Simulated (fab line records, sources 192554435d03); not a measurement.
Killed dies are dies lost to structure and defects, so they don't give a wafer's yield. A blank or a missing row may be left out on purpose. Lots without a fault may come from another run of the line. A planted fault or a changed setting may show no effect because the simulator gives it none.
Split-lot experiment | flow n5_finfet | 7 lots, 21 wafers read, on a route of 1938 steps

THE SPLIT
At N5_BEOL_M5_COAT_22 (resist thk 30 nm), the setting spin_rpm was moved away from the recipe's 1500 rpm on 7 of the 21 wafers read, by -10.3% to +9.4%. The other wafers ran this setting at the recipe's value.

FROM THE SPLIT TO THE READING: what the file shows between them, 2 steps
- N5_BEOL_M5_EBR_24
- N5_BEOL_M5_SOFTBAKE_23: time 60 s

THE READING
CAR-EUV_of_BEOL_M5_COAT_22.thk_nm (the simulator's own value, which no gauge read), in nm, at N5_BEOL_M5_DESCUM_33 (chemistry O2, time 7 s). The file gives no usual value for it. The 14 wafers here that ran the recipe average 26.0 nm, standard deviation 0.13 nm.

wafer  | tool, chamber at the split | spin_rpm as run, rpm | against the recipe | CAR-EUV_of_BEOL_M5_COAT_22.thk_nm, nm | against lot-mates on the recipe
L076.1 | litho_track-03, 0          | 1500                 | recipe             | 26                                    | -
L076.2 | litho_track-03, 0          | 1500                 | recipe             | 26                                    | -
L076.6 | litho_track-03, 0          | 1573                 | +4.9%              | 25.4                                  | -0.6
L081.2 | litho_track-04, 0          | 1500                 | recipe             | 26.2                                  | -
L081.6 | litho_track-04, 0          | 1500                 | recipe             | 26.2                                  | -
L081.5 | litho_track-04, 0          | 1613                 | +7.5%              | 25                                    | -1.2
L086.3 | litho_track-03, 0          | 1346                 | -10.3%             | 27.8                                  | +1.8
L086.4 | litho_track-03, 0          | 1346                 | -10.3%             | 27.6                                  | +1.6
L086.5 | litho_track-03, 0          | 1500                 | recipe             | 26                                    | -
L089.2 | litho_track-03, 0          | 1500                 | recipe             | 25.8                                  | -
L089.4 | litho_track-03, 0          | 1500                 | recipe             | 25.8                                  | -
L089.3 | litho_track-03, 0          | 1500                 | recipe             | 26                                    | -
L091.3 | litho_track-03, 0          | 1500                 | recipe             | 26                                    | -
L091.4 | litho_track-03, 0          | 1635                 | +9.0%              | 24.6                                  | -1.4
L091.5 | litho_track-03, 0          | 1635                 | +9.0%              | 24.8                                  | -1.2
L095.2 | litho_track-03, 0          | 1500                 | recipe             | 26                                    | -
L095.4 | litho_track-03, 0          | 1500                 | recipe             | 26                                    | -
L095.6 | litho_track-03, 0          | 1500                 | recipe             | 26                                    | -
L097.1 | litho_track-02, 0          | 1500                 | recipe             | 26.2                                  | -
L097.3 | litho_track-02, 0          | 1500                 | recipe             | 26.2                                  | -
L097.6 | litho_track-02, 0          | 1641                 | +9.4%              | 24.6                                  | -1.6

THE FIT
A straight line over all 21 wafers: CAR-EUV_of_BEOL_M5_COAT_22.thk_nm changes by -0.153 nm for each +1% of spin_rpm; r = -0.99; the points scatter about the line by 0.13 nm.
The same after taking each lot's own level away (the mean of its wafers on the recipe; 21 wafers): -0.158 nm for each +1%; r = -0.99; scatter 0.086 nm.
On that fit, the largest move of spin_rpm shifts the reading by 1.6 nm.
The lots' own levels span 25.87 to 26.20 nm, that is 2.6 times the standard deviation above.
So the lot-to-lot level changes the slope little: the two slopes agree.
Check: with one of the wafers moved furthest among these (-10.3%) left out of the fit, the line predicts +1.58 nm for it against its lot-mates. It came out at +1.8 nm against them.

OTHER SPLITS ON THESE WAFERS
These wafers also went through other splits before the reading. Each is held against what the fit with the lots' levels taken away leaves over:
other split on the same wafers     | wafers away from the commonest value | r with CAR-EUV_of_BEOL_M5_COAT_22.thk_nm (lot level and that fit taken away)
N5_BEOL_M4_TRENCH_ETCH_37 source_w | 8                                    | +0.08
N5_BEOL_M5_ETCH_72 bias_w          | 10                                   | +0.34

THE WHOLE CHAIN: every reading that the file lists as answering this split, in the file's order
step                 | what it does           | reading                                                                            | change (the file's fit)               | r (the file's)
N5_BEOL_M5_COAT_22   | resist thk 30 nm       | CAR-EUV_of_BEOL_M5_COAT_22.thk_nm (the simulator's own value, which no gauge read) | -0.152 nm for each +1% of the setting | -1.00
N5_BEOL_M5_DESCUM_33 | chemistry O2, time 7 s | CAR-EUV_of_BEOL_M5_COAT_22.thk_nm (the simulator's own value, which no gauge read) | -0.158 nm for each +1% of the setting | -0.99

THE FILE'S OWN FIT
CAR-EUV_of_BEOL_M5_COAT_22.thk_nm changes by -0.158 nm for each +1% of spin_rpm, r = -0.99.
